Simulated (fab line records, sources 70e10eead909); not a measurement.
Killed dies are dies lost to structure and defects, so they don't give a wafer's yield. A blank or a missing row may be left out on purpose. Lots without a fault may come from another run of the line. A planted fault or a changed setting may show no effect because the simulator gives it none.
Chamber matching | flow nand_harc | NHARC_P_M2_DESCUM_14 on rie_diel-13: 4 sister chambers
The step chemistry O2, time 3 s. 22 wafers are shown with their chamber, then 11 later ones without.

WAFERS WITH THEIR CHAMBER
wafer  | chamber | drypump_motor_current_A (A) | oes_product_au (a.u.) | throttle_valve_pct (%)
L433.2 | 2       | 5.5                         | 1.003                 | 11.300
L433.5 | 3       | 5.6                         | 1.000                 | 11.294
L433.6 | 0       | 5.7                         | 1.014                 | 11.317
L436.1 | 3       | 5.7                         | 1.001                 | 11.309
L436.3 | 2       | 5.5                         | 1.002                 | 11.299
L436.4 | 1       | 6.2                         | 1.008                 | 11.314
L435.2 | 1       | 6.2                         | 1.018                 | 11.309
L435.5 | 3       | 5.6                         | 1.002                 | 11.313
L435.6 | 0       | 5.7                         | 1.002                 | 11.324
L438.1 | 2       | 5.5                         | 1.002                 | 11.314
L438.4 | 1       | 6.2                         | 1.018                 | 11.312
L438.6 | 3       | 5.6                         | 1.008                 | 11.303
L437.2 | 0       | 5.7                         | 1.012                 | 11.311
L437.5 | 2       | 5.5                         | 1.008                 | 11.316
L437.6 | 1       | 6.2                         | 1.017                 | 11.319
L440.2 | 2       | 5.5                         | 1.012                 | 11.313
L440.3 | 1       | 6.2                         | 1.028                 | 11.327
L440.5 | 2       | 5.5                         | 1.021                 | 11.300
L443.1 | 2       | 5.5                         | 1.006                 | 11.319
L443.5 | 1       | 6.2                         | 1.022                 | 11.312
L443.6 | 2       | 5.5                         | 1.008                 | 11.320
L445.3 | 0       | 5.7                         | 1.013                 | 11.298

SIGNATURES (means of the wafers above)
reading                 | chamber 0 | chamber 1 | chamber 2 | chamber 3 | scatter within a chamber
drypump_motor_current_A | 5.700     | 6.200     | 5.500     | 5.625     | 0.0204
oes_product_au          | 1.01025   | 1.01850   | 1.00775   | 1.00275   | 0.00593
throttle_valve_pct      | 11.31250  | 11.31550  | 11.31013  | 11.30475  | 0.00865
Rule: a wafer's distance from a chamber is the root of the sum, over the readings, of the square of ((its reading less the chamber's mean) divided by the reading's scatter). The wafer belongs to the nearest chamber; if the next one is less than 2 further off, it can't be placed. The scatter: the root of (the sum of the squares of (reading less its chamber's mean) over the shown wafers, divided by (wafers less chambers)).

WAFERS WITHOUT THEIR CHAMBER
wafer  | drypump_motor_current_A (A) | oes_product_au (a.u.) | throttle_valve_pct (%)
L445.5 | 6.2                         | 1.017                 | 11.323
L445.6 | 5.5                         | 1.016                 | 11.314
L447.2 | 5.5                         | 1.019                 | 11.306
L447.3 | 6.2                         | 1.013                 | 11.297
L447.6 | 5.6                         | 1.001                 | 11.323
L448.3 | 5.6                         | 1.012                 | 11.308
L448.4 | 5.6                         | 1.000                 | 11.316
L448.6 | 5.7                         | 1.013                 | 11.304
L452.2 | 5.5                         | 1.006                 | 11.313
L452.3 | 5.7                         | 1.003                 | 11.318
L452.5 | 6.2                         | 1.007                 | 11.301

WHICH CHAMBER EACH WENT THROUGH
wafer  | from the rows above | in truth
L445.5 | 1                   | 1
L445.6 | 2                   | 2
L447.2 | 2                   | 2
L447.3 | 1                   | 1
L447.6 | 3                   | 3
L448.3 | 3                   | 3
L448.4 | 3                   | 3
L448.6 | 0                   | 0
L452.2 | 2                   | 2
L452.3 | 0                   | 0
L452.5 | 1                   | 1
Placed correctly: 11 of 11. Can't be placed from these rows: 0. Placed wrongly: 0.
